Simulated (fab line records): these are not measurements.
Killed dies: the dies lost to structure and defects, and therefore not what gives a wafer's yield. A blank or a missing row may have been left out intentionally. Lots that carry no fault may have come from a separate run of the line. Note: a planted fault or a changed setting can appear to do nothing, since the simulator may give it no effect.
Matching of chambers || flow nand-harc || rie-si-05 running NHARC_THIN_TSV_ETCH_15: 4 sister chambers
The step target depth 3000 nm, bosch target overetch cycles 2, bosch etch step 2.8 s. 14 wafers are shown with their chamber, then 7 later ones without.

## WAFERS, EACH WITH ITS CHAMBER
{"wafer": "L125.1", "chamber": 1, "drypump-motor-current-A (A)": 5.6}
{"wafer": "L125.3", "chamber": 0, "drypump-motor-current-A (A)": 5.9}
{"wafer": "L125.4", "chamber": 2, "drypump-motor-current-A (A)": 6.6}
{"wafer": "L124.2", "chamber": 1, "drypump-motor-current-A (A)": 5.6}
{"wafer": "L124.3", "chamber": 0, "drypump-motor-current-A (A)": 5.9}
{"wafer": "L124.4", "chamber": 3, "drypump-motor-current-A (A)": 6.2}
{"wafer": "L130.1", "chamber": 2, "drypump-motor-current-A (A)": 6.7}
{"wafer": "L130.2", "chamber": 0, "drypump-motor-current-A (A)": 6.0}
{"wafer": "L130.6", "chamber": 1, "drypump-motor-current-A (A)": 5.6}
{"wafer": "L131.1", "chamber": 3, "drypump-motor-current-A (A)": 6.2}
{"wafer": "L131.3", "chamber": 1, "drypump-motor-current-A (A)": 5.6}
{"wafer": "L131.4", "chamber": 0, "drypump-motor-current-A (A)": 5.9}
{"wafer": "L141.1", "chamber": 3, "drypump-motor-current-A (A)": 6.2}
{"wafer": "L141.2", "chamber": 2, "drypump-motor-current-A (A)": 6.7}

SIGNATURES (means of the wafers above)
{"reading": "drypump-motor-current-A", "chamber 0": 5.925, "chamber 1": 5.600, "chamber 2": 6.667, "chamber 3": 6.200, "scatter within a chamber": 0.0376}
Rule: for each reading, subtract the chamber's mean from the wafer's reading, divide by that reading's scatter and square the result; add these up over the readings and take the root, which gives the wafer's distance from the chamber. The wafer belongs to the nearest chamber; if the next one is less than 2 further off, it can't be placed. The scatter: take each reading less its chamber's mean, square it, sum over the shown wafers, divide by the number of wafers less the number of chambers, and take the root.

## WAFERS WITH NO CHAMBER GIVEN
{"wafer": "L141.6", "drypump-motor-current-A (A)": 5.7}
{"wafer": "L144.2", "drypump-motor-current-A (A)": 6.7}
{"wafer": "L144.4", "drypump-motor-current-A (A)": 6.0}
{"wafer": "L144.6", "drypump-motor-current-A (A)": 6.3}
{"wafer": "L142.1", "drypump-motor-current-A (A)": 5.6}
{"wafer": "L142.4", "drypump-motor-current-A (A)": 6.2}
{"wafer": "L142.6", "drypump-motor-current-A (A)": 5.6}

## WHICH CHAMBER EACH WENT THROUGH
{"wafer": "L141.6", "from the rows above": 1, "in truth": 1}
{"wafer": "L144.2", "from the rows above": 2, "in truth": 2}
{"wafer": "L144.4", "from the rows above": 0, "in truth": 0}
{"wafer": "L144.6", "from the rows above": 3, "in truth": 3}
{"wafer": "L142.1", "from the rows above": 1, "in truth": 1}
{"wafer": "L142.4", "from the rows above": 3, "in truth": 3}
{"wafer": "L142.6", "from the rows above": 1, "in truth": 1}
7 of 7 placed correctly. Left unplaced by these rows: 0. Number placed wrongly: 0.
